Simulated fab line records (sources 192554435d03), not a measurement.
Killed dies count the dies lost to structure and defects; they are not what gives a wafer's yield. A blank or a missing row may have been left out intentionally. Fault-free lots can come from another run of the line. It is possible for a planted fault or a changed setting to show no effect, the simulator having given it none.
Chamber matching -- flow n5_finfet -- N5_GATE_CUT_HM_DEP_46 on pecvd-02 has 3 sister chambers
The step deposits SiO2 from TEOS/O2, target thk 130 nm, time 26.6 s. 3 wafers are shown with their chamber, then 12 later ones without.

## WAFERS PAIRED WITH THEIR CHAMBERS
wafer,chamber,throttle_valve_pct (%)
L086.6,1,19.1
L087.4,2,18.0
L087.5,0,20.1

## WAFERS WHOSE CHAMBER IS MISSING
wafer,throttle_valve_pct (%)
L093.1,18.9
L093.5,18.9
L093.6,18.2
L094.2,18.2
L094.4,18.2
L094.6,20.2
L095.1,20.0
L095.2,19.2
L095.3,18.1
L095.4,20.4
L095.5,18.2
L095.6,19.2

## CHAMBER TAKEN BY EACH
wafer,from the rows above,in truth
L093.1,1,1
L093.5,1,1
L093.6,2,2
L094.2,2,2
L094.4,2,2
L094.6,0,0
L095.1,0,0
L095.2,1,1
L095.3,2,2
L095.4,0,0
L095.5,2,2
L095.6,1,1
Correctly placed: 12 of 12. Can't be placed from these rows: 0. 0 placed wrongly.
How it was worked out, from the rows above alone: a wafer's distance from a chamber is the root of the sum, over the readings, of the square of ((its reading less the chamber's mean) divided by the reading's scatter). If the next closest chamber is less than 2 further off than the closest, the wafer can't be placed; otherwise it belongs to the closest. A chamber's mean is the mean of its shown wafers. The scatter: root of mean squared gap, hidden wafer to nearest shown wafer, with one shown wafer a chamber.
